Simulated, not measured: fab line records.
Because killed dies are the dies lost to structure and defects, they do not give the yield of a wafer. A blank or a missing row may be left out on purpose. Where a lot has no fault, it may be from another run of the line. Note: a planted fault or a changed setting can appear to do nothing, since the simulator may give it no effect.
fab line records | flow n5Finfet
record lots=4 wafers=12 lastDay=15
route steps=1938 shown HKMG_FIN@391 BEOL_M4@1111 PASSIVATION@1936
lots untouched by any fault: they come from a run of this same line in which no faults occurred
startH: hours from the record's first day to the start of the lot's first wafer shown | waitH: time in hours since the lot's previous step | " identical to the entry in the row above | L1.1+2: one row covering several wafers at once | - no value present, or no start provided | * or withheld: withheld | < > ~ a bound
route shown NAME@n: names a module that has steps shown in the file, with the first one's number in the route | usual: mean/standard deviation taken from wafers without a fault | same: alike in all rows | chamber/n: place in a boat | sites: the reading at each site | _std_site: their standard deviation | _edge_site: inner sites' mean taken away from outer sites' mean | radiusMm: how far each site lies from the wafer's centre | mask NAME#n: copy n | behind: tool/chamber where the wafer was last shaped | hold: why the lot was held/for how many hours/how that ended | device: the transistor (n, p or np) that didn't switch | end of line: the route-end tests of the same wafers | a step without rows: its recipe alone | killed: dies lost to structure and defects at the first sort, not the wafer's yield | map: a wafer's dies, x killed, . not, _ none there
set.NAME: the run value of the setting; set.NAME@STEP: its run value at that earlier step | model.NAME: the simulator's own value behind a step, which no gauge read
lots at selected steps of the route; one table per step, one row per wafer
services: when a tool's chamber went out of use (startH, in hours from the record's first day, below 0 if earlier), for how many hours, and the reason
## steps
# step N5_HKMG_FIN_COAT_42
# recipe resist=SiARC tempC=220 timeS=60 spinRpm=1500 resistThkNm=35
# step N5_HKMG_FIN_COAT_43
# recipe resist=CAR-ArF spinRpm=1500 resistThkNm=90
# step N5_HKMG_FIN_EBR_45
# recipe solvent=PGMEA ebrWidthMm=1.5
# step N5_HKMG_FIN_SOFTBAKE_44
# recipe tempC=110 timeS=60 resist=CAR-ArF
# step N5_HKMG_FIN_EXPOSE_46
# recipe maskId=NDIPOLE na=1.35 sourceShape=conventional sigmaOuter=0.8 polarization=unpolarized doseMj=40
# step N5_HKMG_FIN_PEB_47
# recipe pebTempC=withheld pebTimeS=60 resist=CAR-ArF
# step N5_HKMG_FIN_DEVELOP_48
# recipe developTimeS=30 developer=TMAH resist=CAR-ArF rinseLiquid=diw dry=airSpin devTempC=23
# step N5_HKMG_FIN_DESCUM_53
# recipe chemistry=O2 timeS=7.9 sourcePowerW=50 biasPowerW=20 pressureMtorr=20 rfFrequencyHz=2.712e+07 tempC=40 resist=CAR-ArF o2FlowSccm=225
# step N5_HKMG_FIN_ETCH_54
# recipe chemistry=CF4 target=SiARC targetDepthA=455 maskMaterial=CAR-ArF timeS=75.8 ionEnergyEv=80 pressureMtorr=40 sourceW=545 biasW=36 Ar_flow_sccm=100 cf4FlowSccm=100 ends=cleared
# step N5_HKMG_FIN_ETCH_55
# recipe chemistry=N2/H2 target=SOC targetDepthA=2400 tempC=40 timeS=300 ionEnergyEv=200 maskMaterial=SiARC pressureMtorr=30 sourceW=840 biasW=150 n2FlowSccm=200 h2FlowSccm=200
# usual drypumpMotorCurrentA=5.8/0.36 oesProductAu=0.78/0.088 rfFwdPowerW=837.6/2.5 rfVppV=523.7/2.7 showerheadPlenumPTorr=2.54/0.088 throttleValvePct=17.78/0.19
# columns lot.wafer tool chamber startH waitH drypumpMotorCurrentA oesProductAu rfFwdPowerW rfHoursCounterH rfVppV showerheadPlenumPTorr throttleValvePct
L613.1 rieDiel-02 2 78.06 0.0 5.9 0.77 839.1 129 521.7 2.46 17.96
L613.3 " 0 " " 5.9 0.96 837.8 19 524.4 2.59 17.60
L613.4 " 3 " " 6.3 0.73 835.7 170 527.0 2.65 17.60
L623.1 rieDiel-02 0 138.76 0.0 5.9 0.93 840.4 38 525.3 2.58 17.62
L623.2 " 1 " " 5.6 0.71 834.6 222 519.6 2.40 17.80
L623.4 " 3 " " 6.3 0.72 838.7 185 528.1 2.64 17.64
L625.2 rieDiel-02 3 152.43 0.0 6.3 0.71 836.0 190 527.5 2.64 17.64
L625.4 " 1 " " 5.6 0.69 839.7 228 520.8 2.40 17.81
L625.5 " 1 " " 5.6 0.70 835.6 - 519.9 2.40 17.81
L630.1 rieDiel-04 0 185.42 0.0 5.5 0.92 833.2 25 528.9 2.69 17.38
L630.5 " 3 " " 5.5 0.84 838.2 - 522.4 2.47 17.67
L630.6 " 2 " " 6.3 0.70 835.0 - 521.8 2.50 18.00
# step N5_HKMG_FIN_STRIP_56
# recipe chemistry=N2/H2 tempC=40 n2FlowSccm=200 h2FlowSccm=200 rfFrequencyHz=6e+07
# step N5_HKMG_FIN_STRIP_57
# recipe chemistry=CF4 resist=SiARC powerW=300 biasPowerW=75 pressureMtorr=50 cf4FlowSccm=150 rfFrequencyHz=6e+07
# step N5_HKMG_FIN_ETCH_58
# recipe chemistry=N2/H2 target=SOC targetDepthA=2158 ionEnergyEv=50 biasW=13 timeS=741 pressureMtorr=30 sourceW=875 n2FlowSccm=200 h2FlowSccm=200
# step N5_HKMG_FIN_STRIP_93
# recipe chemistry=N2/H2 material=SOC timeS=20 powerW=500 tempC=40 pressureMtorr=50 rfFrequencyHz=6e+07 biasPowerW=8 h2Frac=0.5 n2FlowSccm=300 h2FlowSccm=300
# step N5_HKMG_FIN_WET_ETCH_76
# recipe chemistry=dNH4OH mix=1:50 tempC=25 target=Al2O3 stopOn=La2O3 targetDepthNm=2.25 dry=ipaMarangoni rinseTimeS=30 rinseTempC=23
# step N5_HKMG_FIN_STRIP_60
# recipe chemistry=N2/H2 powerW=2500 tempC=300 h2Frac=0.65 timeS=360 pressureMtorr=withheld n2FlowSccm=1750 h2FlowSccm=3250
# step N5_HKMG_FIN_WET_ETCH_77
# recipe chemistry=dHCl mix=1:10000 tempC=25 target=La2O3 stopOn=HfO2 targetDepthNm=2
# step N5_HKMG_FIN_WET_ETCH_78
# recipe chemistry=dNH4OH mix=1:50 tempC=25 target=Al2O3 stopOn=La2O3 targetDepthNm=4.5 dry=ipaMarangoni rinseTimeS=30 rinseTempC=23
# step N5_HKMG_FIN_ALD_79
# recipe material=TiN targetThkA=15 tempC=400 aldPrecursorFamily=TiCl4 aldCoReactant=NH3 pulseTimeS=1 purgeTimeS=3 coReactantPurgeTimeS=2 coReactantPulseTimeS=2 aldCycles=68 pressureTorr=3
# step N5_HKMG_FIN_CVD_62
# recipe material=a-Si targetThkA=30 tempC=500 precursor=Si2H6 pressureTorr=1 timeS=20.8
# step N5_HKMG_FIN_RTA_80
# recipe tempC=withheld timeS=2 ambient=N2 idleTempC=600 rampUpCPerS=150 rampDownCPerS=60 coolToC=600
# step N5_HKMG_FIN_PRECLEAN_64
# recipe chemistry=dHF timeS=30 tempC=25 dilution=withheld
# step N5_HKMG_FIN_WET_ETCH_65
# recipe chemistry=TMAH tempC=70 concWtPct=5 target=a-Si stopOn=TiN timeS=49 targetDepthNm=3
# step N5_HKMG_FIN_WET_ETCH_81
# recipe chemistry=SC1 target=TiN stopOn=HfO2 mix=1:1:5 tempC=60 timeS=57 targetDepthNm=6
# step N5_HKMG_FIN_WET_ETCH_82
# recipe chemistry=dHCl mix=1:10000 tempC=25 target=La2O3 stopOn=HfO2 targetDepthNm=2 dry=ipaMarangoni rinseTimeS=30 rinseTempC=23
# step N5_HKMG_FIN_ALD_36
# recipe material=TiN targetThkA=10 tempC=400 aldPrecursorFamily=TiCl4 aldCoReactant=NH3 pulseTimeS=1 purgeTimeS=3 coReactantPurgeTimeS=2 coReactantPulseTimeS=2 aldCycles=47 pressureTorr=3
# step N5_HKMG_FIN_PWFM_ALD_03
# recipe material=TiN targetThkA=20 tempC=400 aldPrecursorFamily=TiCl4 aldCoReactant=NH3 pulseTimeS=1 purgeTimeS=3 coReactantPurgeTimeS=2 coReactantPulseTimeS=2 aldCycles=91 pressureTorr=3
# step N5_HKMG_FIN_COAT_29
# recipe resist=SOC tempC=250 timeS=60 spinRpm=1500 resistThkNm=300
# step N5_HKMG_FIN_COAT_30
# recipe resist=SiARC tempC=220 timeS=60 spinRpm=1500 resistThkNm=35
# step N5_HKMG_FIN_COAT_06
# recipe resist=CAR-ArF spinRpm=1500 resistThkNm=90
# step N5_HKMG_FIN_EBR_08
# recipe solvent=PGMEA ebrWidthMm=1.5
# step N5_HKMG_FIN_SOFTBAKE_07
# recipe tempC=110 timeS=60 resist=CAR-ArF
# step N5_HKMG_FIN_EXPOSE_09
# recipe maskId=NWFM na=1.35 sourceShape=conventional sigmaOuter=0.8 polarization=unpolarized doseMj=39.25
# step N5_HKMG_FIN_PEB_10
# recipe pebTempC=withheld pebTimeS=60 resist=CAR-ArF
# step N5_HKMG_FIN_DEVELOP_11
# recipe developTimeS=30 developer=TMAH resist=CAR-ArF devTempC=23 rinseLiquid=diw dry=airSpin
# step N5_HKMG_FIN_INSPECT_14
# recipe mode=adi inspectInstrument=macro
# usual rawDefectCount=2.0/1.3
# columns lot.wafer tool chamber startH waitH rawDefectCount
L613.1 defectInspect-02 - 81.23 0.0 1
L613.3 " - " " 2
L613.4 " - " " 2
L623.1 defectInspect-02 - 142.06 0.0 >300
L623.2 " - " " >300
L623.4 " - " " >300
L625.2 defectInspect-02 - 155.91 0.0 >300
L625.4 " - " " >300
L625.5 " - " " >300
L630.1 defectInspect-02 - 188.78 0.0 2
L630.5 " - " " 4
L630.6 " - " " 1
# step N5_BEOL_M4_RC_MEAS_101
# usual DIBL_N=36.0/1.7 DIBL_P=35.8/2 IOFF_N=0.15/0.03 IOFF_P=0.20/0.037 ION_N=670/12 ION_P=460/7.2 SS_N=71.5/0.68 SS_P=73.2/0.65 VT_N=250/3.1 VT_P=-251/3.4
# columns lot.wafer tool chamber startH waitH DIBL_N[mV/V] DIBL_P[mV/V] IOFF_N[nA/um] IOFF_P[nA/um] ION_N[uA/um] ION_P[uA/um] SS_N[mV/dec] SS_P[mV/dec] VT_N[mV] VT_P[mV]
L613.1 prober-01 0 175.47 0.0 36.5 34.6 0.14 0.19 664 451 72.2 73.3 252 -254
L613.3 " 0 " " 33.3 31.9 0.10 0.16 652 456 70.6 72.2 256 -255
L613.4 " 0 " " 35.3 34.9 0.14 0.20 683 471 71.2 72.7 250 -250
L623.1 prober-01 0 243.61 0.0 38.3 37.8 0.17 0.24 676 469 72.2 74.1 251 -246
L623.2 " 0 " " 35.9 35.9 0.14 0.22 669 463 71.9 73.5 251 -247
L623.4 " 0 " " 36.1 33.7 0.13 0.18 646 451 71.4 72.9 254 -251
L625.2 prober-01 0 255.17 0.2 34.9 33.4 0.12 0.16 661 460 71.3 72.5 253 -253
L625.4 " 0 " " 36.6 35.5 0.14 0.19 663 456 71.4 73.0 251 -250
L625.5 " 0 " " 36.3 35.3 0.14 0.19 667 458 72.2 73.2 252 -251
L630.1 prober-01 0 274.39 0.0 36.4 38.1 0.17 0.19 674 454 71.5 73.0 248 -254
L630.5 " 0 " " 34.4 34.9 0.14 0.15 658 448 70.8 72.8 253 -256
L630.6 " 0 " " 33.5 34.8 0.11 0.15 668 452 70.2 73.1 256 -256
# step N5_PASSIVATION_PROBE_49
# usual defectLimitedYield=91.4/1.5 killed_at_M0_to_M3=32/9.8 killed_at_M4_up=15/5.6 killedAtContacts=12/5.4 killedAtFrontEnd=40/13 killedAtOther=3.0/2.1 killedDies=102/17 killedOnRim=14/4.4 killedOpen=67/13 killedShort=32/7.1 sort_bin_5_function=5.1/0.96 sort_bin_6_memory=3.2/0.7 sortNPass=1078/18 sortYieldPct=91.3/1.5
# same grossDies=1180 killedAtBackSide=0 sort_bin_4_leakage[%]=0 sort_bin_8_speed[%]=0
# columns lot.wafer tool chamber startH waitH defectLimitedYield[%] killed_at_M0_to_M3 killed_at_M4_up killedAtContacts killedAtFrontEnd killedAtOther killedDies killedOnRim killedOpen killedShort sort_bin_5_function[%] sort_bin_6_memory[%] sortNPass sortYieldPct[%]
L613.1 prober-02 - 289.45 0.0 90.7 36 26 8 39 1 110 12 70 38 5.6 3.4 1070 90.7
L613.3 prober-02 - 289.55 0.1 89.7 42 15 9 54 2 122 7 90 28 5.9 3.9 1058 89.7
L613.4 prober-02 - 289.60 0.2 89.3 50 10 18 47 1 126 13 78 45 6.4 3.6 1054 89.3
L623.1 prober-02 - 352.40 0.0 84.9 26 10 13 124 5 178 31 51 24 8.7 2.7 1002 84.9
L623.2 prober-02 - 352.45 0.1 89.9 29 10 10 70 0 119 28 44 22 5.5 3.0 1061 89.9
L623.4 prober-02 - 352.55 0.2 79.2 26 14 7 194 4 245 11 49 29 12.7 4.5 935 79.2
L625.2 prober-02 - 359.85 0.1 78.1 19 23 11 203 2 258 12 61 32 13.3 4.1 922 78.1
L625.4 prober-02 - 359.95 0.2 88.2 31 15 10 79 4 139 26 65 25 7.0 2.9 1041 88.2
L625.5 prober-02 - 360.00 0.2 88.8 9 21 10 89 3 132 22 62 22 6.0 3.5 1048 88.8
L630.1 prober-01 - 370.25 0.0 90.7 47 8 6 47 2 110 15 72 31 5.5 3.2 1070 90.7
L630.5 prober-01 - 370.45 0.2 90.6 28 12 10 54 7 111 16 72 23 5.0 3.5 1069 90.6
L630.6 prober-01 - 370.50 0.3 92.3 29 14 6 38 4 91 11 50 36 4.0 3.3 1089 92.3
# killed by level:class
L613.1 BEOL_M0_SAQP:geometricParticle:short=12 BEOL_M4:geometricParticle:open=8 BEOL_M5:geometricParticle:open=8 FIN_SAQP:geometricParticle:open=7 BEOL_M0_SAQP:geometricParticle:open=7 FIN_SAQP:geometricParticle:short=6 DUMMY_GATE:geometricParticle:open=6 STI_FIN_REVEAL:geometricParticle:open=5
L613.3 STI_FIN_REVEAL:geometricParticle:open=20 BEOL_M0_SAQP:geometricParticle:open=18 FIN_SAQP:geometricParticle:open=9 DUMMY_GATE:geometricParticle:open=9 FIN_SAQP:geometricParticle:short=7 BEOL_M3:geometricParticle:open=7 BEOL_M0_SAQP:geometricParticle:short=6 BEOL_M2:geometricParticle:open=6
L613.4 BEOL_M0_SAQP:geometricParticle:open=17 FIN_SAQP:geometricParticle:short=13 MOL_CONTACT_COAG:geometricParticle:open=13 BEOL_M2:geometricParticle:open=10 STI_FIN_REVEAL:geometricParticle:open=7 BEOL_M0_SAQP:geometricParticle:short=7 FIN_SAQP:geometricParticle:open=6 BEOL_M4:geometricParticle:open=5
L623.1 HKMG_FIN:unspecified=100 MOL_CONTACT_COAG:geometricParticle:open=13 FIN_SAQP:geometricParticle:short=6 BEOL_M0_SAQP:geometricParticle:open=6 BEOL_M3:geometricParticle:open=6 FIN_SAQP:geometricParticle:open=3 STI_FIN_REVEAL:geometricParticle:open=3 GATE_CUT:geometricParticle:short=3
L623.2 HKMG_FIN:unspecified=49 BEOL_M0_SAQP:geometricParticle:short=10 MOL_CONTACT_COAG:geometricParticle:open=8 BEOL_M0_SAQP:geometricParticle:open=5 FIN_SAQP:geometricParticle:open=4 FIN_SAQP:geometricParticle:short=4 BEOL_M3:geometricParticle:open=4 DUMMY_GATE:geometricParticle:open=3
L623.4 HKMG_FIN:unspecified=165 BEOL_M0_SAQP:geometricParticle:short=12 GATE_CUT:geometricParticle:open=7 STI_FIN_REVEAL:geometricParticle:open=5 BEOL_M8:geometricParticle:open=5 GATE_CUT:geometricParticle:short=4 BEOL_M3:geometricParticle:open=4 ILD0:geometricParticle:short=3
L625.2 HKMG_FIN:unspecified=164 FIN_SAQP:geometricParticle:open=13 MOL_CONTACT_COAG:geometricParticle:open=8 BEOL_M4:geometricParticle:open=6 BEOL_M0_SAQP:geometricParticle:open=5 BEOL_M0_SAQP:geometricParticle:short=5 BEOL_M3:geometricParticle:open=4 DUMMY_GATE:geometricParticle:open=4
L625.4 HKMG_FIN:unspecified=46 MOL_CONTACT_COAG:geometricParticle:open=9 FIN_SAQP:geometricParticle:open=8 BEOL_M3:geometricParticle:open=8 BEOL_M4:geometricParticle:open=7 BEOL_M2:geometricParticle:open=6 FIN_SAQP:geometricParticle:short=5 BEOL_M0_SAQP:geometricParticle:open=5
L625.5 HKMG_FIN:unspecified=48 FIN_SAQP:geometricParticle:open=17 MOL_CONTACT_COAG:geometricParticle:open=10 GATE_CUT:geometricParticle:short=8 FIN_SAQP:geometricParticle:short=7 GATE_CUT:geometricParticle:open=5 BEOL_M4:geometricParticle:open=4 BEOL_M2:geometricParticle:open=3
L630.1 BEOL_M2:geometricParticle:open=19 FIN_SAQP:geometricParticle:open=8 STI_FIN_REVEAL:geometricParticle:open=8 FIN_SAQP:geometricParticle:short=7 BEOL_M0_SAQP:geometricParticle:short=6 HKMG_FIN:areaEtch=6 MOL_CONTACT_COAG:geometricParticle:open=5 BEOL_M0_SAQP:geometricParticle:open=5
L630.5 BEOL_M2:geometricParticle:open=11 STI_FIN_REVEAL:geometricParticle:open=10 MOL_CONTACT_COAG:geometricParticle:open=7 FIN_SAQP:geometricParticle:open=6 HKMG_FIN:areaEtch=6 DUMMY_GATE:geometricParticle:open=5 GATE_CUT:geometricParticle:short=5 GATE_CUT:geometricParticle:open=5
L630.6 BEOL_M2:geometricParticle:open=9 BEOL_M3:geometricParticle:open=9 FIN_SAQP:geometricParticle:short=5 FIN_SAQP:geometricParticle:open=4 ILD0:geometricParticle:open=4 BEOL_M0_SAQP:geometricParticle:short=4 DUMMY_GATE:geometricParticle:open=3 ILD0:geometricParticle:short=3
# map L623.4 (x killed, . not)
_________________.......x....________________
______________.................._____________
___________.............x..........__________
__________.x..........x............._________
________.........x...................._______
_______..............xx....x...x.......______
______.............x...........x........_____
_____..x.......................x....x....____
____............................x..x......___
___.........x...x.x......x.................__
___....x.....x............xx..xx.x.x..x....__
__....................xx...xx.xxxxxx.x..xx.._
__........................xxx.xxxxxx..x....._
_...........x............x.xxxxxxxxxxxxx.xx..
_................x......x.xxxxxxxxxxxxxx....x
_........................xxxxxxxxxxxxxxxxx...
_...x.............x......xxxxxxxxxxxxxx.x....
_.xx................x.....xxxxxxxxxxxxxxxxx.x
_.............x.x..x......xxxxxxxxxxxxxxx....
_................x......xx.xxxxxxxxxxxxxxx...
_........x...............x.xxxxxxxxxxx...x..x
__.....x................x..xxxxxxxxxxxx.xx.._
__................x..........xxx.x.x......x._
___.............x............xx............__
___.....x.................x..xx.x.x........__
____..........x.............x.............___
_____.......................x.xx.x.......____
______.................................._____
_______..x........x....x.x.............______
________..........x..................._______
__________........x.....x.......x..._________
___________...x...........x......x.__________
______________.........x.......x_____________
_________________........x..x________________
# map L625.2 (x killed, . not)
_________________.x.x.x......________________
______________.................._____________
___________.........x..............__________
__________..................x......x_________
________...........x....xx............_______
_______..x.............................______
______............x....................._____
_____....x...x...x..........x............____
____.........x.....x......x...x...........___
___.......x..........x.......x.......x.....__
___.x..x.x................x..xx.....xxxx...__
__.........................xx..xxxxxx......._
__............x.......xxx..xxxxxxxxxx......._
_...........xx.....x......xxxxxxxxxxxxxx...xx
_........x...........x..x.xxxxxxxxxxxx...x.x.
_.................xx.x...xxxxxxxxxxxxxxxxxx..
_........................x.xxxxxxxxxxxxxxx...
_..............x......xx.xxxxxxxxxxxxxxxxx.x.
_.x...x.x.................xxxxxxxxxxxxxx..x..
_.......................x.xxxxxxxxxxxxxx.....
_.x....x...........x.......xxxxxxxxxxxx.x....
__..................x.x....xxxxxxxxxxx..x..._
__..x....x.............x..xxx..xxxxxx.....x._
___........x............xx....x.x.xx....x..__
___..................x.....................__
____...x..x...x....x..................x...___
_____....x........x.......x.......xx.x...____
______..........................x....x.._____
_______.................x....x.........______
________......................x......x_______
__________...x.....................x_________
___________...x..x.................__________
______________.......x.....x...._____________
_________________........x...________________
## services
# columns tool chamber startH hours kind
rieDiel-02 1 56.93 4.6 repair
rieDiel-04 2 58.03 14.0 repair
rieDiel-04 0 76.49 - clean
rieDiel-04 0 76.49 - consumableReplace:focusRing
rieDiel-04 0 76.49 - consumableReplace:showerhead
rieDiel-04 0 76.49 19.5 scheduledDown
rieDiel-04 0 76.49 19.5 ventCycle
rieDiel-02 0 91.45 11.1 repair
rieDiel-02 3 99.64 9.0 repair
rieDiel-02 3 117.67 8.6 repair
rieDiel-04 - 122.84 15.6 pm
## key
firstSign step=N5_HKMG_FIN_INSPECT_14 reading=rawDefectCount direction=up sigmas=99+ usual=2.0 struck=>300
effect step=N5_PASSIVATION_PROBE_49 reading=killedAtFrontEnd direction=up sigmas=6.9 usual=40 struck=126
moreKillsBornAt N5_HKMG_FIN_ETCH_55@rieDiel-02=572
metAt N5_HKMG_FIN_ETCH_55
struckWafers L623.1,L623.2,L623.4,L625.2,L625.4,L625.5
onsetBetween 78.06 138.76
fault kind=chamberParticleSource tool=rieDiel-02 chamber=- onsetH=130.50 steps=N5_HKMG_FIN_ETCH_55 ratePerVisitCm2=1.8832 endH=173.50
